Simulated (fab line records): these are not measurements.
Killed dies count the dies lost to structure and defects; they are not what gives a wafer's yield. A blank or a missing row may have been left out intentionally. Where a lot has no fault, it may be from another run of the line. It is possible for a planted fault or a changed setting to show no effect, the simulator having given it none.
fab line records | flow nand_harc
record: lots: 5 | wafers: 15 | last_day: 24
route steps=1159 shown A_STAIRCASE@617
lots that met no fault: from a run of the same line without faults
start_h: hours from the record's first day to the start of the lot's first wafer shown | wait_h: hours from the lot's prior step to this one | " as in the row above | L1.1+2: several wafers, shown together as one row | - no value, or no start was given | * or withheld: withheld | < > ~ a bound
route shown NAME@n: a module of which the file shows steps, and the number in the route of the first | usual: mean and standard deviation over wafers with no fault | same: alike in all rows | chamber/n: place in a boat | sites: readings site by site | _std_site: how widely they spread, as a standard deviation | _edge_site: inner sites' mean taken away from outer sites' mean | radius_mm: how far each site lies from the wafer's centre | mask NAME#n: copy n | behind: the tool/chamber that last shaped the wafer | hold: why the lot was held/for how many hours/how that ended | device: transistor that didn't switch, given as n, p or np | end of line: tests of these same wafers at the route's end | a step with no rows: only its recipe | killed: the dies lost at the first sort to structure and to defects; this is not the yield of the wafer | map: shows each die of a wafer: x if killed, . if not, _ if none is there
set.NAME: the setting that was run; set.NAME@STEP: the one run at that earlier step | model.NAME: the simulator's own value behind a step, which no gauge read
lots at selected steps of the route; one table per step, one row per wafer
services: a tool's chamber out of use, with start hour (start_h, from the record's first day; less than 0 if before it), hours out, and reason
== steps ==
step: NHARC_A_STAIRCASE_ETCH_223
recipe: target_depth_a: 1000 | time_s: 40.5 | ion_energy_ev: 400 | c4f8_flow_sccm: 20 | o2_flow_sccm: 10 | ar_flow_sccm: withheld | rf_w: 600 | bias_w: 1000 | chemistry: C4F8/O2
usual: oes_product_au: 0.943/0.0093 | rf_fwd_power_W: 593.0/2.8 | rf_vpp_V: 894/5.5
lot.wafer | tool        | chamber | start_h | wait_h | oes_product_au | rf_fwd_power_W | rf_hours_counter_h | rf_vpp_V
L543.2    | rie_diel-04 | 1       | -       | -      | 0.954          | 590.9          | 52                 | 892
L543.4    | "           | 0       | "       | "      | 0.955          | 593.3          | 27                 | 890
L543.6    | "           | 1       | "       | "      | 0.957          | 591.9          | -                  | 892
L547.2    | rie_diel-11 | 1       | -       | -      | 0.938          | 592.8          | 36                 | 889
L547.1    | "           | 3       | "       | "      | 0.929          | 594.7          | 36                 | 903
L547.3    | "           | 0       | "       | "      | 0.938          | 590.8          | 35                 | 887
L546.4    | rie_diel-11 | 1       | -       | -      | 0.943          | 591.9          | 36                 | 890
L546.3    | "           | 3       | "       | "      | 0.920          | 594.5          | 36                 | 905
L546.2    | "           | 0       | "       | "      | 0.941          | 589.3          | 35                 | 887
L556.4    | rie_diel-11 | 0       | -       | -      | 0.947          | 594.7          | 57                 | 887
L556.5    | "           | 2       | "       | "      | 0.933          | 592.6          | -                  | 901
L556.6    | "           | 3       | "       | "      | 0.942          | 594.1          | -                  | 903
L558.4    | rie_diel-11 | 1       | -       | -      | 0.948          | 590.5          | 68                 | 889
L558.3    | "           | 2       | "       | "      | 0.940          | 597.6          | 64                 | 901
L558.5    | "           | 2       | "       | "      | 0.938          | 596.0          | -                  | 901
step: NHARC_A_STAIRCASE_TRIM_224
recipe: time_s: 211.2 | o2_flow_sccm: 500 | ar_flow_sccm: 0 | bias_w: 0 | chemistry: O2
usual: drypump_motor_current_A: 5.6/0.49 | oes_product_au: 1.002/0.0071 | rf_vpp_V: 57.6/0.87 | run_length_s: 232.6/0.41 | showerhead_plenum_p_Torr: 3.49/0.16 | throttle_valve_pct: 17.037/0.0083
lot.wafer | tool        | chamber | start_h | wait_h | drypump_motor_current_A | oes_product_au | rf_hours_counter_h | rf_vpp_V | run_length_s | showerhead_plenum_p_Torr | throttle_valve_pct
L543.2    | rie_diel-04 | 2       | -       | -      | 5.7                     | 0.992          | 56                 | 57.6     | 232.2        | 3.45                     | 17.029
L543.4    | "           | 3       | "       | "      | 5.3                     | 0.992          | 54                 | 58.6     | 233.0        | 3.66                     | 17.039
L543.6    | "           | 1       | "       | "      | 6.2                     | 0.994          | -                  | 58.3     | 232.9        | 3.41                     | 17.048
L547.3    | rie_diel-11 | 2       | -       | -      | 4.8                     | 0.996          | 35                 | 59.2     | 231.7        | 3.69                     | 17.029
L547.2    | "           | 3       | "       | "      | 5.9                     | 0.998          | 36                 | 58.2     | 233.2        | 3.75                     | 17.034
L547.1    | "           | 1       | "       | "      | 6.4                     | 1.004          | 36                 | 56.4     | 232.0        | 3.36                     | 17.035
L546.3    | rie_diel-11 | 3       | -       | -      | 5.9                     | 1.010          | 36                 | 58.9     | 233.3        | 3.75                     | 17.029
L546.4    | "           | 0       | "       | "      | 5.1                     | 1.009          | 35                 | 56.1     | 232.3        | 3.30                     | 17.039
L546.2    | "           | 1       | "       | "      | 6.4                     | 1.010          | 36                 | 57.0     | 232.5        | 3.36                     | 17.033
L556.4    | rie_diel-11 | 3       | -       | -      | 6.0                     | 0.995          | 57                 | 57.8     | 233.0        | 3.74                     | 17.047
L556.6    | "           | 0       | "       | "      | 5.1                     | 1.000          | -                  | 56.1     | 232.0        | 3.29                     | 17.030
L556.5    | "           | 1       | "       | "      | 6.4                     | 1.004          | -                  | 58.4     | 232.0        | 3.35                     | 17.022
L558.3    | rie_diel-11 | 0       | -       | -      | 5.0                     | 1.008          | 65                 | 57.3     | 232.3        | 3.28                     | 17.044
L558.4    | "           | 2       | "       | "      | 4.8                     | 1.005          | 64                 | 57.0     | 231.7        | 3.68                     | 17.041
L558.5    | "           | 1       | "       | "      | 6.4                     | 0.997          | -                  | 56.6     | 232.0        | 3.34                     | 17.034
step: NHARC_A_STAIRCASE_ETCH_225
recipe: target_depth_a: 1000 | time_s: 40.5 | ion_energy_ev: 400 | c4f8_flow_sccm: 20 | o2_flow_sccm: 10 | ar_flow_sccm: withheld | rf_w: 600 | bias_w: 1000 | chemistry: C4F8/O2
step: NHARC_A_STAIRCASE_TRIM_226
recipe: time_s: 211.2 | o2_flow_sccm: 500 | ar_flow_sccm: 0 | bias_w: 0 | chemistry: O2
usual: drypump_motor_current_A: 5.6/0.51 | oes_product_au: 1.001/0.0082 | rf_vpp_V: 57.6/0.9 | run_length_s: 232.5/0.43 | showerhead_plenum_p_Torr: 3.48/0.16 | throttle_valve_pct: 17.036/0.0092
lot.wafer | tool        | chamber | start_h | wait_h | drypump_motor_current_A | oes_product_au | rf_hours_counter_h | rf_vpp_V | run_length_s | showerhead_plenum_p_Torr | throttle_valve_pct
L543.4    | rie_diel-04 | 1       | -       | -      | 6.2                     | 0.995          | 53                 | 58.1     | 232.9        | 3.41                     | 17.028
L543.2    | "           | 3       | "       | "      | 5.3                     | 0.999          | 54                 | 58.2     | 232.8        | 3.66                     | 17.040
L543.6    | "           | 1       | "       | "      | 6.1                     | 1.001          | -                  | 56.8     | 233.2        | 3.41                     | 17.036
L547.2    | rie_diel-11 | 3       | -       | -      | 5.9                     | 1.001          | 36                 | 57.8     | 232.8        | 3.75                     | 17.034
L547.1    | "           | 1       | "       | "      | 6.3                     | 1.008          | 36                 | 57.2     | 232.6        | 3.36                     | 17.025
L547.3    | "           | 2       | "       | "      | 4.8                     | 1.000          | 35                 | 58.7     | 231.7        | 3.69                     | 17.031
L546.3    | rie_diel-11 | 3       | -       | -      | 5.9                     | 0.990          | 36                 | 59.9     | 232.8        | 3.75                     | 17.044
L546.2    | "           | 0       | "       | "      | 5.1                     | 0.995          | 35                 | 56.8     | 232.0        | 3.30                     | 17.025
L546.4    | "           | 1       | "       | "      | 6.4                     | 0.993          | 36                 | 57.1     | 232.8        | 3.36                     | 17.034
L556.4    | rie_diel-11 | 1       | -       | -      | 6.4                     | 1.014          | 60                 | 59.3     | 232.1        | 3.35                     | 17.027
L556.6    | "           | 1       | "       | "      | 6.4                     | 1.020          | -                  | 58.2     | 232.8        | 3.35                     | 17.017
L556.5    | "           | 2       | "       | "      | 4.9                     | 1.012          | -                  | 56.3     | 232.0        | 3.68                     | 17.056
L558.3    | rie_diel-11 | 2       | -       | -      | 4.8                     | 1.009          | 64                 | 59.0     | 232.2        | 3.68                     | 17.019
L558.4    | "           | 0       | "       | "      | 5.1                     | 1.007          | 65                 | 56.8     | 232.2        | 3.28                     | 17.026
L558.5    | "           | 2       | "       | "      | 4.8                     | 1.009          | -                  | 58.0     | 232.1        | 3.68                     | 17.061
step: NHARC_A_STAIRCASE_ETCH_227
recipe: target_depth_a: 1000 | time_s: 40.5 | ion_energy_ev: 400 | c4f8_flow_sccm: 20 | o2_flow_sccm: 10 | ar_flow_sccm: withheld | rf_w: 600 | bias_w: 1000 | chemistry: C4F8/O2
usual: oes_product_au: 0.942/0.01 | rf_fwd_power_W: 593.2/2.8 | rf_vpp_V: 895/5.8
lot.wafer | tool        | chamber | start_h | wait_h | oes_product_au | rf_fwd_power_W | rf_hours_counter_h | rf_vpp_V
L543.4    | rie_diel-04 | 3       | -       | -      | 0.920          | 592.6          | 54                 | 901
L543.2    | "           | 0       | "       | "      | 0.926          | 593.5          | 27                 | 889
L543.6    | "           | 2       | "       | "      | 0.914          | 594.5          | -                  | 894
L547.3    | rie_diel-11 | 2       | -       | -      | 0.949          | 592.9          | 35                 | 902
L547.1    | "           | 0       | "       | "      | 0.929          | 593.3          | 35                 | 887
L547.2    | "           | 1       | "       | "      | 0.938          | 588.9          | 36                 | 890
L546.2    | rie_diel-11 | 1       | -       | -      | 0.958          | 590.7          | 36                 | 890
L546.4    | "           | 2       | "       | "      | 0.952          | 592.4          | 35                 | 901
L546.3    | "           | 0       | "       | "      | 0.948          | 593.2          | 35                 | 887
L556.4    | rie_diel-11 | 1       | -       | -      | 0.950          | 588.3          | 61                 | 889
L556.6    | "           | 2       | "       | "      | 0.933          | 591.1          | -                  | 900
L556.5    | "           | 3       | "       | "      | 0.959          | 594.7          | -                  | 904
L558.4    | rie_diel-11 | 2       | -       | -      | 0.943          | 593.5          | 64                 | 902
L558.3    | "           | 0       | "       | "      | 0.925          | 594.3          | 65                 | 887
L558.5    | "           | 2       | "       | "      | 0.949          | 596.7          | -                  | 902
step: NHARC_A_STAIRCASE_TRIM_229
recipe: time_s: 211.2 | o2_flow_sccm: 500 | ar_flow_sccm: 0 | bias_w: 0 | chemistry: O2
usual: drypump_motor_current_A: 5.6/0.48 | oes_product_au: 1.001/0.006 | rf_vpp_V: 57.8/0.83 | run_length_s: 232.5/0.42 | showerhead_plenum_p_Torr: 3.49/0.15 | throttle_valve_pct: 17.037/0.0089
lot.wafer | tool        | chamber | start_h | wait_h | drypump_motor_current_A | oes_product_au | rf_hours_counter_h | rf_vpp_V | run_length_s | showerhead_plenum_p_Torr | throttle_valve_pct
L543.2    | rie_diel-04 | 3       | 268.49  | 0.1    | 5.3                     | 0.997          | 54                 | 58.9     | 232.9        | 3.66                     | 17.038
L543.4    | "           | 0       | "       | "      | 5.0                     | 1.002          | 27                 | 57.3     | 232.5        | 3.33                     | 17.050
L543.6    | "           | 1       | "       | "      | 6.2                     | 0.994          | -                  | 55.7     | 232.8        | 3.41                     | 17.029
L547.1    | rie_diel-04 | 1       | 282.69  | 0.1    | 6.2                     | 0.999          | 60                 | 58.2     | 232.9        | 3.40                     | 17.030
L547.2    | "           | 2       | "       | "      | 5.7                     | 0.998          | 62                 | 56.7     | 232.6        | 3.45                     | 17.038
L547.3    | "           | 3       | "       | "      | 5.3                     | 1.002          | 60                 | 59.1     | 232.6        | 3.65                     | 17.032
L546.3    | rie_diel-11 | 1       | 282.87  | 0.1    | 6.4                     | 1.007          | 36                 | 57.1     | 232.5        | 3.36                     | 17.039
L546.2    | "           | 2       | "       | "      | 4.8                     | 1.002          | 36                 | 57.7     | 232.1        | 3.69                     | 17.040
L546.4    | "           | 0       | "       | "      | 5.1                     | 1.001          | 35                 | 58.6     | 232.3        | 3.30                     | 17.027
L556.4    | rie_diel-04 | 3       | 343.73  | 0.1    | 5.3                     | 1.001          | 18                 | 58.6     | 232.9        | 3.64                     | 17.040
L556.5    | "           | 2       | "       | "      | 5.7                     | 1.004          | -                  | 58.7     | 232.2        | 3.44                     | 17.026
L556.6    | "           | 3       | "       | "      | 5.3                     | 1.002          | -                  | 58.5     | 232.9        | 3.64                     | 17.042
L558.3    | rie_diel-11 | 2       | 362.16  | 0.1    | 4.8                     | 1.004          | 64                 | 57.8     | 231.6        | 3.68                     | 17.034
L558.4    | "           | 0       | "       | "      | 5.0                     | 0.998          | 65                 | 57.0     | 231.9        | 3.28                     | 17.027
L558.5    | "           | 2       | "       | "      | 4.8                     | 1.003          | -                  | 58.2     | 231.7        | 3.68                     | 17.040
step: NHARC_A_STAIRCASE_ETCH_230
recipe: target_depth_a: 1000 | time_s: 40.5 | ion_energy_ev: 400 | c4f8_flow_sccm: 20 | o2_flow_sccm: 10 | ar_flow_sccm: withheld | rf_w: 600 | bias_w: 1000 | chemistry: C4F8/O2
step: NHARC_A_STAIRCASE_TRIM_231
recipe: time_s: 211.2 | o2_flow_sccm: 500 | ar_flow_sccm: 0 | bias_w: 0 | chemistry: O2
step: NHARC_A_STAIRCASE_ETCH_232
recipe: target_depth_a: 1000 | time_s: 40.5 | ion_energy_ev: 400 | c4f8_flow_sccm: 20 | o2_flow_sccm: 10 | ar_flow_sccm: withheld | rf_w: 600 | bias_w: 1000 | chemistry: C4F8/O2
step: NHARC_A_STAIRCASE_TRIM_233
recipe: time_s: 211.2 | o2_flow_sccm: 500 | ar_flow_sccm: 0 | bias_w: 0 | chemistry: O2
step: NHARC_A_STAIRCASE_ETCH_234
recipe: target_depth_a: 1000 | time_s: 40.5 | ion_energy_ev: 400 | c4f8_flow_sccm: 20 | o2_flow_sccm: 10 | ar_flow_sccm: withheld | rf_w: 600 | bias_w: 1000 | chemistry: C4F8/O2
step: NHARC_A_STAIRCASE_TRIM_235
recipe: time_s: 211.2 | o2_flow_sccm: 500 | ar_flow_sccm: 0 | bias_w: 0 | chemistry: O2
usual: drypump_motor_current_A: 5.6/0.49 | oes_product_au: 1.002/0.0068 | rf_vpp_V: 57.7/0.79 | run_length_s: 232.6/0.41 | showerhead_plenum_p_Torr: 3.49/0.15 | throttle_valve_pct: 17.036/0.01
lot.wafer | tool        | chamber | start_h | wait_h | drypump_motor_current_A | oes_product_au | rf_hours_counter_h | rf_vpp_V | run_length_s | showerhead_plenum_p_Torr | throttle_valve_pct
L543.2    | rie_diel-04 | 2       | 269.54  | -      | 5.7                     | 0.996          | 57                 | 57.0     | 232.1        | 3.45                     | 17.040
L543.4    | "           | 3       | "       | "      | 5.3                     | 0.997          | 55                 | 57.2     | 232.7        | 3.66                     | 17.042
L543.6    | "           | 1       | "       | "      | 6.2                     | 1.006          | -                  | 56.3     | 232.9        | 3.40                     | 17.043
L547.3    | rie_diel-04 | 1       | 283.42  | -      | 6.2                     | 1.009          | 61                 | 56.8     | 233.2        | 3.40                     | 17.048
L547.2    | "           | 2       | "       | "      | 5.7                     | 0.996          | 63                 | 58.3     | 232.4        | 3.45                     | 17.036
L547.1    | "           | 3       | "       | "      | 5.3                     | 0.997          | 60                 | 57.7     | 233.2        | 3.65                     | 17.043
L546.3    | rie_diel-11 | 1       | 283.66  | -      | 6.4                     | 1.004          | 36                 | 58.6     | 232.1        | 3.36                     | 17.031
L546.4    | "           | 2       | "       | "      | 4.8                     | 1.007          | 36                 | 58.2     | 232.6        | 3.69                     | 17.042
L546.2    | "           | 0       | "       | "      | 5.1                     | 1.005          | 36                 | 56.6     | 232.0        | 3.30                     | 17.032
L556.4    | rie_diel-04 | 2       | 344.51  | -      | 5.7                     | 0.991          | 17                 | 58.6     | 232.0        | 3.44                     | 17.036
L556.6    | "           | 1       | "       | "      | 6.2                     | 1.000          | -                  | 58.3     | 232.8        | 3.39                     | 17.047
L556.5    | "           | 2       | "       | "      | 5.7                     | 0.998          | -                  | 58.4     | 232.5        | 3.44                     | 17.038
L558.4    | rie_diel-11 | 3       | 362.89  | -      | 6.0                     | 1.001          | 63                 | 58.1     | 233.1        | 3.73                     | 17.030
L558.3    | "           | 0       | "       | "      | 5.1                     | 1.004          | 65                 | 56.1     | 292.9        | 3.28                     | 17.028
L558.5    | "           | 3       | "       | "      | 5.9                     | 1.009          | -                  | 57.5     | 232.9        | 3.73                     | 17.051
step: NHARC_A_STAIRCASE_ETCH_236
recipe: target_depth_a: 1000 | time_s: 40.5 | ion_energy_ev: 400 | c4f8_flow_sccm: 20 | o2_flow_sccm: 10 | ar_flow_sccm: withheld | rf_w: 600 | bias_w: 1000 | chemistry: C4F8/O2
== services ==
tool        | chamber | start_h | hours | kind
rie_diel-04 | 0       | 243.71  | -     | clean
rie_diel-04 | 1       | 243.71  | -     | clean
rie_diel-11 | 0       | 247.86  | -     | clean
rie_diel-11 | 1       | 247.86  | -     | clean
rie_diel-11 | 2       | 247.86  | -     | clean
rie_diel-11 | 3       | 247.86  | -     | clean
rie_diel-11 | 0       | 272.36  | -     | clean
rie_diel-11 | 1       | 272.36  | -     | clean
rie_diel-11 | 2       | 272.36  | -     | clean
rie_diel-11 | 3       | 272.36  | -     | clean
rie_diel-04 | -       | 288.90  | 9.0   | pm
rie_diel-11 | 0       | 296.86  | -     | clean
rie_diel-11 | 1       | 296.86  | -     | clean
rie_diel-11 | 2       | 296.86  | -     | clean
rie_diel-11 | 3       | 296.86  | -     | clean
rie_diel-11 | 0       | 321.36  | -     | clean
rie_diel-11 | 1       | 321.36  | -     | clean
rie_diel-11 | 2       | 321.36  | -     | clean
rie_diel-11 | 3       | 321.36  | -     | clean
rie_diel-11 | 0       | 345.86  | -     | clean
rie_diel-11 | 1       | 345.86  | -     | clean
rie_diel-11 | 2       | 345.86  | -     | clean
rie_diel-11 | 3       | 345.86  | -     | clean
rie_diel-04 | 2       | 362.65  | 7.9   | repair
== key ==
first_sign: step: NHARC_A_STAIRCASE_TRIM_235 | reading: run_length_s | direction: up | sigmas: 99+ | usual: * | struck: *
effect none on later readings
met_at NHARC_A_STAIRCASE_TRIM_235
struck_wafers L558.3
tester_left_out L558
onset_between 283.66 362.89
fault: kind: process_parameter_drift | tool: rie_diel-11 | chamber: 0 | onset_h: 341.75 | steps: NHARC_A_STAIRCASE_TRIM_235 | channel: time_s | offset: * | shape: step | end_h: 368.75 | acts_in: * | stated: *
tester_left_out: of these lots the tester's yield and bins aren't shown, on N5 and GAA mostly nor the transistor test; their killed dies are dies lost to structure and defects alone, not to doping, threshold or leakage, so they don't give the yield
